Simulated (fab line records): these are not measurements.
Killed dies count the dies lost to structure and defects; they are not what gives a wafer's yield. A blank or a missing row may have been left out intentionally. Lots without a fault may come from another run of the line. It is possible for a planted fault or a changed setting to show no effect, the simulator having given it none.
Which of the tools did it? || flow n5-finfet || 24 lots with 72 wafers sampled at 4 steps, on a route of 1938 steps

WHAT THE GAUGES READ, wafer by wafer
N5_BEOL_M1_INSPECT_13: inspects for defects (brightfield).
{"lot": "L074", "measured": "day 6 01:46", "on": "defect-inspect-01", "raw-defect-count": "347 401 500"}
{"lot": "L075", "measured": "day 6 06:55", "on": "defect-inspect-01", "raw-defect-count": "362 596 572"}
{"lot": "L076", "measured": "day 6 20:08", "on": "defect-inspect-01", "raw-defect-count": "588 467 458"}
{"lot": "L077", "measured": "day 7 00:23", "on": "defect-inspect-02", "raw-defect-count": "436 446 337"}
{"lot": "L078", "measured": "day 7 09:34", "on": "defect-inspect-02", "raw-defect-count": "304 269 294"}
{"lot": "L079", "measured": "day 7 13:02", "on": "defect-inspect-01", "raw-defect-count": "408 487 427"}
{"lot": "L080", "measured": "day 7 17:49", "on": "defect-inspect-02", "raw-defect-count": "418 432 418"}
{"lot": "L081", "measured": "day 7 22:13", "on": "defect-inspect-02", "raw-defect-count": "472 512 566"}
{"lot": "L082", "measured": "day 8 02:54", "on": "defect-inspect-02", "raw-defect-count": "416 470 436"}
{"lot": "L083", "measured": "day 8 11:23", "on": "defect-inspect-02", "raw-defect-count": "503 372 469"}
{"lot": "L084", "measured": "day 8 14:50", "on": "defect-inspect-02", "raw-defect-count": "551 450 352"}
{"lot": "L086", "measured": "day 9 04:18", "on": "defect-inspect-01", "raw-defect-count": "409 409 479"}
{"lot": "L085", "measured": "day 9 04:55", "on": "defect-inspect-02", "raw-defect-count": "319 284 296"}
{"lot": "L087", "measured": "day 9 09:55", "on": "defect-inspect-02", "raw-defect-count": "308 335 295"}
{"lot": "L088", "measured": "day 9 17:17", "on": "defect-inspect-02", "raw-defect-count": "510 437 485"}
{"lot": "L089", "measured": "day 9 21:50", "on": "defect-inspect-02", "raw-defect-count": "474 480 429"}
{"lot": "L090", "measured": "day 10 07:57", "on": "defect-inspect-01", "raw-defect-count": "351 430 409"}
{"lot": "L091", "measured": "day 10 09:34", "on": "defect-inspect-01", "raw-defect-count": "394 407 453"}
{"lot": "L092", "measured": "day 10 17:13", "on": "defect-inspect-01", "raw-defect-count": "519 423 299"}
{"lot": "L093", "measured": "day 10 21:40", "on": "defect-inspect-01", "raw-defect-count": "411 404 418"}
{"lot": "L094", "measured": "day 11 02:53", "on": "defect-inspect-01", "raw-defect-count": "361 476 376"}
{"lot": "L095", "measured": "day 11 07:07", "on": "defect-inspect-01", "raw-defect-count": "483 364 412"}
{"lot": "L096", "measured": "day 11 13:56", "on": "defect-inspect-02", "raw-defect-count": "456 367 593"}
{"lot": "L097", "measured": "day 11 17:09", "on": "defect-inspect-01", "raw-defect-count": "517 525 484"}

N5_BEOL_M1_CD_MEAS_18: pitch 36 nm, target cd 18 nm.
{"lot": "L074", "measured": "day 6 03:28", "on": "cd-sem-03", "cd-nm (nm)": "18.4 18.7 17.6"}
{"lot": "L075", "measured": "day 6 07:40", "on": "cd-sem-03", "cd-nm (nm)": "17.9 17.5 17.9"}
{"lot": "L076", "measured": "day 6 20:36", "on": "cd-sem-02", "cd-nm (nm)": "17.7 18.2 18.3"}
{"lot": "L077", "measured": "day 7 00:56", "on": "cd-sem-02", "cd-nm (nm)": "17.8 18.0 18.6"}
{"lot": "L078", "measured": "day 7 10:10", "on": "cd-sem-03", "cd-nm (nm)": "18.3 17.6 18.3"}
{"lot": "L079", "measured": "day 7 13:32", "on": "cd-sem-02", "cd-nm (nm)": "18.5 18.4 18.1"}
{"lot": "L080", "measured": "day 7 18:17", "on": "cd-sem-01", "cd-nm (nm)": "18.2 17.8 18.2"}
{"lot": "L081", "measured": "day 7 22:41", "on": "cd-sem-02", "cd-nm (nm)": "18.3 17.9 18.3"}
{"lot": "L082", "measured": "day 8 03:22", "on": "cd-sem-01", "cd-nm (nm)": "17.7 17.6 18.1"}
{"lot": "L083", "measured": "day 8 11:51", "on": "cd-sem-02", "cd-nm (nm)": "17.8 18.5 18.2"}
{"lot": "L084", "measured": "day 8 15:23", "on": "cd-sem-02", "cd-nm (nm)": "18.4 17.6 18.3"}
{"lot": "L086", "measured": "day 9 04:46", "on": "cd-sem-01", "cd-nm (nm)": "18.3 17.8 18.0"}
{"lot": "L085", "measured": "day 9 05:23", "on": "cd-sem-03", "cd-nm (nm)": "18.6 17.8 18.2"}
{"lot": "L087", "measured": "day 9 10:30", "on": "cd-sem-02", "cd-nm (nm)": "17.7 18.0 18.3"}
{"lot": "L088", "measured": "day 9 17:44", "on": "cd-sem-01", "cd-nm (nm)": "18.2 17.7 17.3"}
{"lot": "L089", "measured": "day 9 22:23", "on": "cd-sem-02", "cd-nm (nm)": "17.8 17.6 17.4"}
{"lot": "L090", "measured": "day 10 08:26", "on": "cd-sem-03", "cd-nm (nm)": "18.6 18.2 18.9"}
{"lot": "L091", "measured": "day 10 10:07", "on": "cd-sem-02", "cd-nm (nm)": "17.9 17.8 17.8"}
{"lot": "L092", "measured": "day 10 18:01", "on": "cd-sem-01", "cd-nm (nm)": "18.4 18.2 18.4"}
{"lot": "L093", "measured": "day 10 22:07", "on": "cd-sem-02", "cd-nm (nm)": "18.0 17.9 18.0"}
{"lot": "L094", "measured": "day 11 03:21", "on": "cd-sem-03", "cd-nm (nm)": "18.5 17.8 18.6"}
{"lot": "L095", "measured": "day 11 07:34", "on": "cd-sem-01", "cd-nm (nm)": "18.2 18.5 18.0"}
{"lot": "L096", "measured": "day 11 14:29", "on": "cd-sem-03", "cd-nm (nm)": "17.7 18.4 18.0"}
{"lot": "L097", "measured": "day 11 17:50", "on": "cd-sem-03", "cd-nm (nm)": "17.5 17.5 17.6"}

TOOL THAT RAN EACH LOT (tool first, then ch and the chambers of the sampled wafers, then the start)
{"lot": "L074", "N5_BEOL_M1_ETCH_63": "rie-diel-01 ch 0,1, day 6 02:53", "N5_BEOL_M1_HM_OPEN_17": "rie-metal-02 ch 0,1, day 6 03:07"}
{"lot": "L075", "N5_BEOL_M1_ETCH_63": "rie-diel-03 ch 0,3, day 6 07:13", "N5_BEOL_M1_HM_OPEN_17": "rie-metal-01 ch 0,1, day 6 07:26"}
{"lot": "L076", "N5_BEOL_M1_ETCH_63": "rie-diel-04 ch 0,2, day 6 20:13", "N5_BEOL_M1_HM_OPEN_17": "rie-metal-02 ch 0,1, day 6 20:27"}
{"lot": "L077", "N5_BEOL_M1_ETCH_63": "rie-diel-04 ch 0,1,2, day 7 00:29", "N5_BEOL_M1_HM_OPEN_17": "rie-metal-01 ch 0,1, day 7 00:40"}
{"lot": "L078", "N5_BEOL_M1_ETCH_63": "rie-diel-04 ch 1,2, day 7 09:41", "N5_BEOL_M1_HM_OPEN_17": "rie-metal-01 ch 1, day 7 09:53"}
{"lot": "L079", "N5_BEOL_M1_ETCH_63": "rie-diel-04 ch 0,2,3, day 7 13:08", "N5_BEOL_M1_HM_OPEN_17": "rie-metal-01 ch 0,1, day 7 13:19"}
{"lot": "L080", "N5_BEOL_M1_ETCH_63": "rie-diel-04 ch 0,3, day 7 17:55", "N5_BEOL_M1_HM_OPEN_17": "rie-metal-01 ch 0,1, day 7 18:06"}
{"lot": "L081", "N5_BEOL_M1_ETCH_63": "rie-diel-04 ch 0,2,3, day 7 22:18", "N5_BEOL_M1_HM_OPEN_17": "rie-metal-01 ch 0,1, day 7 22:29"}
{"lot": "L082", "N5_BEOL_M1_ETCH_63": "rie-diel-03 ch 0,2,3, day 8 02:59", "N5_BEOL_M1_HM_OPEN_17": "rie-metal-01 ch 0,1, day 8 03:11"}
{"lot": "L083", "N5_BEOL_M1_ETCH_63": "rie-diel-03 ch 0,2,3, day 8 11:28", "N5_BEOL_M1_HM_OPEN_17": "rie-metal-03 ch 0,1, day 8 11:42"}
{"lot": "L084", "N5_BEOL_M1_ETCH_63": "rie-diel-03 ch 0,1,3, day 8 14:55", "N5_BEOL_M1_HM_OPEN_17": "rie-metal-03 ch 0, day 8 15:10"}
{"lot": "L086", "N5_BEOL_M1_ETCH_63": "rie-diel-01 ch 1,2, day 9 04:23", "N5_BEOL_M1_HM_OPEN_17": "rie-metal-03 ch 0,1, day 9 04:35"}
{"lot": "L085", "N5_BEOL_M1_ETCH_63": "rie-diel-04 ch 1,2,3, day 9 05:00", "N5_BEOL_M1_HM_OPEN_17": "rie-metal-01 ch 0, day 9 05:11"}
{"lot": "L087", "N5_BEOL_M1_ETCH_63": "rie-diel-04 ch 1,2,3, day 9 10:00", "N5_BEOL_M1_HM_OPEN_17": "rie-metal-02 ch 0,1, day 9 10:14"}
{"lot": "L088", "N5_BEOL_M1_ETCH_63": "rie-diel-03 ch 2,3, day 9 17:22", "N5_BEOL_M1_HM_OPEN_17": "rie-metal-01 ch 0,1, day 9 17:34"}
{"lot": "L089", "N5_BEOL_M1_ETCH_63": "rie-diel-03 ch 0,2,3, day 9 21:55", "N5_BEOL_M1_HM_OPEN_17": "rie-metal-03 ch 0,1, day 9 22:10"}
{"lot": "L090", "N5_BEOL_M1_ETCH_63": "rie-diel-01 ch 0,1,2, day 10 08:02", "N5_BEOL_M1_HM_OPEN_17": "rie-metal-01 ch 0,1, day 10 08:14"}
{"lot": "L091", "N5_BEOL_M1_ETCH_63": "rie-diel-03 ch 0,3, day 10 09:44", "N5_BEOL_M1_HM_OPEN_17": "rie-metal-02 ch 0,1, day 10 09:56"}
{"lot": "L092", "N5_BEOL_M1_ETCH_63": "rie-diel-03 ch 0,1,3, day 10 17:38", "N5_BEOL_M1_HM_OPEN_17": "rie-metal-02 ch 0,1, day 10 17:50"}
{"lot": "L093", "N5_BEOL_M1_ETCH_63": "rie-diel-03 ch 0,1, day 10 21:44", "N5_BEOL_M1_HM_OPEN_17": "rie-metal-01 ch 0,1, day 10 21:56"}
{"lot": "L094", "N5_BEOL_M1_ETCH_63": "rie-diel-01 ch 1,2,3, day 11 02:58", "N5_BEOL_M1_HM_OPEN_17": "rie-metal-02 ch 0,1, day 11 03:10"}
{"lot": "L095", "N5_BEOL_M1_ETCH_63": "rie-diel-01 ch 0,2, day 11 07:11", "N5_BEOL_M1_HM_OPEN_17": "rie-metal-01 ch 1, day 11 07:23"}
{"lot": "L096", "N5_BEOL_M1_ETCH_63": "rie-diel-01 ch 0,1, day 11 14:06", "N5_BEOL_M1_HM_OPEN_17": "rie-metal-03 ch 0,1, day 11 14:18"}
{"lot": "L097", "N5_BEOL_M1_ETCH_63": "rie-diel-04 ch 0,1,2, day 11 17:24", "N5_BEOL_M1_HM_OPEN_17": "rie-metal-03 ch 1, day 11 17:36"}
- N5_BEOL_M1_ETCH_63: etches SiARC in CF4, target depth 15.6 nm, time 26 s.
- N5_BEOL_M1_HM_OPEN_17: chemistry Cl2/BCl3, target TiN, target depth 20 nm, overetch 6 nm.

AS READ BY THE TOOLS THEMSELVES (means over the sampled wafers that have a number; for cases with no such wafer, the mark the record gives instead)
N5_BEOL_M1_ETCH_63.
{"lot": "L074", "tool": "rie-diel-01", "drypump-motor-current-A (A)": 5.8, "etch-rf-on-time-s (s)": 25.6, "oes-product-au (a.u.)": 0.73, "rf-vpp-V (V)": 184.6, "showerhead-plenum-p-Torr (Torr)": 2.19, "throttle-valve-pct (%)": 15.47}
{"lot": "L075", "tool": "rie-diel-03", "drypump-motor-current-A (A)": 5.5, "etch-rf-on-time-s (s)": 26.3, "oes-product-au (a.u.)": 0.63, "rf-vpp-V (V)": 185.3, "showerhead-plenum-p-Torr (Torr)": 2.23, "throttle-valve-pct (%)": 15.83}
{"lot": "L076", "tool": "rie-diel-04", "drypump-motor-current-A (A)": 5.0, "etch-rf-on-time-s (s)": 25.6, "oes-product-au (a.u.)": 0.61, "rf-vpp-V (V)": 184.3, "showerhead-plenum-p-Torr (Torr)": 2.10, "throttle-valve-pct (%)": 15.56}
{"lot": "L077", "tool": "rie-diel-04", "drypump-motor-current-A (A)": 5.5, "etch-rf-on-time-s (s)": 25.9, "oes-product-au (a.u.)": 0.60, "rf-vpp-V (V)": 184.3, "showerhead-plenum-p-Torr (Torr)": 2.13, "throttle-valve-pct (%)": 15.64}
{"lot": "L078", "tool": "rie-diel-04", "drypump-motor-current-A (A)": 5.8, "etch-rf-on-time-s (s)": 26.2, "oes-product-au (a.u.)": 0.61, "rf-vpp-V (V)": 184.9, "showerhead-plenum-p-Torr (Torr)": 2.18, "throttle-valve-pct (%)": 15.50}
{"lot": "L079", "tool": "rie-diel-04", "drypump-motor-current-A (A)": 5.5, "etch-rf-on-time-s (s)": 26.2, "oes-product-au (a.u.)": 0.61, "rf-vpp-V (V)": 184.3, "showerhead-plenum-p-Torr (Torr)": 2.13, "throttle-valve-pct (%)": 15.71}
{"lot": "L080", "tool": "rie-diel-04", "drypump-motor-current-A (A)": 5.1, "etch-rf-on-time-s (s)": 25.7, "oes-product-au (a.u.)": 0.61, "rf-vpp-V (V)": 182.3, "showerhead-plenum-p-Torr (Torr)": 2.07, "throttle-valve-pct (%)": 15.86}
{"lot": "L081", "tool": "rie-diel-04", "drypump-motor-current-A (A)": 5.5, "etch-rf-on-time-s (s)": 25.9, "oes-product-au (a.u.)": 0.62, "rf-vpp-V (V)": 182.9, "showerhead-plenum-p-Torr (Torr)": 2.13, "throttle-valve-pct (%)": 15.72}
{"lot": "L082", "tool": "rie-diel-03", "drypump-motor-current-A (A)": 5.4, "etch-rf-on-time-s (s)": 26.4, "oes-product-au (a.u.)": 0.63, "rf-vpp-V (V)": 184.5, "showerhead-plenum-p-Torr (Torr)": 2.17, "throttle-valve-pct (%)": 15.88}
{"lot": "L083", "tool": "rie-diel-03", "drypump-motor-current-A (A)": 5.4, "etch-rf-on-time-s (s)": 26.2, "oes-product-au (a.u.)": 0.63, "rf-vpp-V (V)": 184.7, "showerhead-plenum-p-Torr (Torr)": 2.17, "throttle-valve-pct (%)": 15.88}
{"lot": "L084", "tool": "rie-diel-03", "drypump-motor-current-A (A)": 5.5, "etch-rf-on-time-s (s)": 26.3, "oes-product-au (a.u.)": 0.62, "rf-vpp-V (V)": 184.5, "showerhead-plenum-p-Torr (Torr)": 2.20, "throttle-valve-pct (%)": 15.84}
{"lot": "L086", "tool": "rie-diel-01", "drypump-motor-current-A (A)": 6.2, "etch-rf-on-time-s (s)": 25.7, "oes-product-au (a.u.)": 0.67, "rf-vpp-V (V)": 183.9, "showerhead-plenum-p-Torr (Torr)": 2.15, "throttle-valve-pct (%)": 15.56}
{"lot": "L085", "tool": "rie-diel-04", "drypump-motor-current-A (A)": 5.9, "etch-rf-on-time-s (s)": 25.8, "oes-product-au (a.u.)": 0.68, "rf-vpp-V (V)": 183.3, "showerhead-plenum-p-Torr (Torr)": 2.15, "throttle-valve-pct (%)": 15.62}
{"lot": "L087", "tool": "rie-diel-04", "drypump-motor-current-A (A)": 5.9, "etch-rf-on-time-s (s)": 25.9, "oes-product-au (a.u.)": 0.69, "rf-vpp-V (V)": 184.4, "showerhead-plenum-p-Torr (Torr)": 2.15, "throttle-valve-pct (%)": 15.62}
{"lot": "L088", "tool": "rie-diel-03", "drypump-motor-current-A (A)": 5.4, "etch-rf-on-time-s (s)": 26.2, "oes-product-au (a.u.)": 0.63, "rf-vpp-V (V)": 183.8, "showerhead-plenum-p-Torr (Torr)": 2.11, "throttle-valve-pct (%)": 15.93}
{"lot": "L089", "tool": "rie-diel-03", "drypump-motor-current-A (A)": 5.5, "etch-rf-on-time-s (s)": 26.4, "oes-product-au (a.u.)": 0.62, "rf-vpp-V (V)": 184.5, "showerhead-plenum-p-Torr (Torr)": 2.17, "throttle-valve-pct (%)": 15.91}
{"lot": "L090", "tool": "rie-diel-01", "drypump-motor-current-A (A)": 5.9, "etch-rf-on-time-s (s)": 25.7, "oes-product-au (a.u.)": 0.73, "rf-vpp-V (V)": 185.2, "showerhead-plenum-p-Torr (Torr)": 2.17, "throttle-valve-pct (%)": 15.52}
{"lot": "L091", "tool": "rie-diel-03", "drypump-motor-current-A (A)": 5.4, "etch-rf-on-time-s (s)": 26.4, "oes-product-au (a.u.)": 0.62, "rf-vpp-V (V)": 184.2, "showerhead-plenum-p-Torr (Torr)": 2.22, "throttle-valve-pct (%)": 15.90}
{"lot": "L092", "tool": "rie-diel-03", "drypump-motor-current-A (A)": 5.5, "etch-rf-on-time-s (s)": 26.3, "oes-product-au (a.u.)": 0.62, "rf-vpp-V (V)": 184.3, "showerhead-plenum-p-Torr (Torr)": 2.19, "throttle-valve-pct (%)": 15.88}
{"lot": "L093", "tool": "rie-diel-03", "drypump-motor-current-A (A)": 5.7, "etch-rf-on-time-s (s)": 26.2, "oes-product-au (a.u.)": 0.61, "rf-vpp-V (V)": 184.1, "showerhead-plenum-p-Torr (Torr)": 2.17, "throttle-valve-pct (%)": 15.84}
{"lot": "L094", "tool": "rie-diel-01", "drypump-motor-current-A (A)": 6.0, "etch-rf-on-time-s (s)": 26.2, "oes-product-au (a.u.)": 0.65, "rf-vpp-V (V)": 184.2, "showerhead-plenum-p-Torr (Torr)": 2.11, "throttle-valve-pct (%)": 15.56}
{"lot": "L095", "tool": "rie-diel-01", "drypump-motor-current-A (A)": 5.6, "etch-rf-on-time-s (s)": 25.2, "oes-product-au (a.u.)": 0.75, "rf-vpp-V (V)": 184.3, "showerhead-plenum-p-Torr (Torr)": 2.16, "throttle-valve-pct (%)": 15.66}
{"lot": "L096", "tool": "rie-diel-01", "drypump-motor-current-A (A)": 5.8, "etch-rf-on-time-s (s)": 25.5, "oes-product-au (a.u.)": 0.76, "rf-vpp-V (V)": 184.7, "showerhead-plenum-p-Torr (Torr)": 2.17, "throttle-valve-pct (%)": 15.37}
{"lot": "L097", "tool": "rie-diel-04", "drypump-motor-current-A (A)": 5.5, "etch-rf-on-time-s (s)": 25.7, "oes-product-au (a.u.)": 0.66, "rf-vpp-V (V)": 183.8, "showerhead-plenum-p-Torr (Torr)": 2.12, "throttle-valve-pct (%)": 15.54}

N5_BEOL_M1_HM_OPEN_17.
{"lot": "L074", "tool": "rie-metal-02", "drypump-motor-current-A (A)": 5.6, "oes-product-au (a.u.)": 0.707, "throttle-valve-pct (%)": 22.04}
{"lot": "L075", "tool": "rie-metal-01", "drypump-motor-current-A (A)": 5.8, "oes-product-au (a.u.)": 0.697, "throttle-valve-pct (%)": 22.08}
{"lot": "L076", "tool": "rie-metal-02", "drypump-motor-current-A (A)": 5.6, "oes-product-au (a.u.)": 0.703, "throttle-valve-pct (%)": 22.04}
{"lot": "L077", "tool": "rie-metal-01", "drypump-motor-current-A (A)": 5.8, "oes-product-au (a.u.)": 0.681, "throttle-valve-pct (%)": 22.10}
{"lot": "L078", "tool": "rie-metal-01", "drypump-motor-current-A (A)": 5.8, "oes-product-au (a.u.)": 0.693, "throttle-valve-pct (%)": 22.11}
{"lot": "L079", "tool": "rie-metal-01", "drypump-motor-current-A (A)": 5.8, "oes-product-au (a.u.)": 0.687, "throttle-valve-pct (%)": 22.09}
{"lot": "L080", "tool": "rie-metal-01", "drypump-motor-current-A (A)": 5.8, "oes-product-au (a.u.)": 0.684, "throttle-valve-pct (%)": 22.08}
{"lot": "L081", "tool": "rie-metal-01", "drypump-motor-current-A (A)": 5.8, "oes-product-au (a.u.)": 0.684, "throttle-valve-pct (%)": 22.08}
{"lot": "L082", "tool": "rie-metal-01", "drypump-motor-current-A (A)": 5.8, "oes-product-au (a.u.)": 0.686, "throttle-valve-pct (%)": 22.10}
{"lot": "L083", "tool": "rie-metal-03", "drypump-motor-current-A (A)": 6.4, "oes-product-au (a.u.)": 0.733, "throttle-valve-pct (%)": 22.21}
{"lot": "L084", "tool": "rie-metal-03", "drypump-motor-current-A (A)": 6.5, "oes-product-au (a.u.)": 0.716, "throttle-valve-pct (%)": 22.04}
{"lot": "L086", "tool": "rie-metal-03", "drypump-motor-current-A (A)": 6.3, "oes-product-au (a.u.)": 0.750, "throttle-valve-pct (%)": 22.36}
{"lot": "L085", "tool": "rie-metal-01", "drypump-motor-current-A (A)": 5.8, "oes-product-au (a.u.)": 0.680, "throttle-valve-pct (%)": 22.07}
{"lot": "L087", "tool": "rie-metal-02", "drypump-motor-current-A (A)": 5.6, "oes-product-au (a.u.)": 0.688, "throttle-valve-pct (%)": 22.05}
{"lot": "L088", "tool": "rie-metal-01", "drypump-motor-current-A (A)": 5.8, "oes-product-au (a.u.)": 0.680, "throttle-valve-pct (%)": 22.08}
{"lot": "L089", "tool": "rie-metal-03", "drypump-motor-current-A (A)": 6.2, "oes-product-au (a.u.)": 0.734, "throttle-valve-pct (%)": 22.36}
{"lot": "L090", "tool": "rie-metal-01", "drypump-motor-current-A (A)": 5.8, "oes-product-au (a.u.)": 0.671, "throttle-valve-pct (%)": 22.09}
{"lot": "L091", "tool": "rie-metal-02", "drypump-motor-current-A (A)": 6.0, "oes-product-au (a.u.)": 0.669, "throttle-valve-pct (%)": 21.97}
{"lot": "L092", "tool": "rie-metal-02", "drypump-motor-current-A (A)": 5.6, "oes-product-au (a.u.)": 0.686, "throttle-valve-pct (%)": 22.06}
{"lot": "L093", "tool": "rie-metal-01", "drypump-motor-current-A (A)": 5.8, "oes-product-au (a.u.)": 0.660, "throttle-valve-pct (%)": 22.13}
{"lot": "L094", "tool": "rie-metal-02", "drypump-motor-current-A (A)": 6.0, "oes-product-au (a.u.)": 0.659, "throttle-valve-pct (%)": 22.00}
{"lot": "L095", "tool": "rie-metal-01", "drypump-motor-current-A (A)": 5.8, "oes-product-au (a.u.)": 0.662, "throttle-valve-pct (%)": 22.15}
{"lot": "L096", "tool": "rie-metal-03", "drypump-motor-current-A (A)": 6.2, "oes-product-au (a.u.)": 0.728, "throttle-valve-pct (%)": 22.36}
{"lot": "L097", "tool": "rie-metal-03", "drypump-motor-current-A (A)": 6.1, "oes-product-au (a.u.)": 0.741, "throttle-valve-pct (%)": 22.52}

THE ANSWER, worked out from the rows above alone
Rule: the usual values come from the lots themselves. The widest of any qualifying gaps counts: lots, ordered by their means at a reading, are off when they make up no more than a third of the lots, leave a main group of 4 or more, and stand apart from it by 3 or more times the standard deviation of that group's means. The tables above print the reading to a certain number of digits; a main group whose means all agree to those digits is not used. A lot without any number at a reading at which 4 lots or more have one is off too. The other lots that the step has rows for count as sound. After the gauges, taken in route order, come the tools' own readings; for these a lot's mean is taken, as printed above. The first step at which some lot is off is used, and at that step the reading that is off furthest; a lot without a number counts as furthest.
Nothing can be told from this: no lot is off at any reading shown.

WHAT THE SIMULATOR HAD PUT IN
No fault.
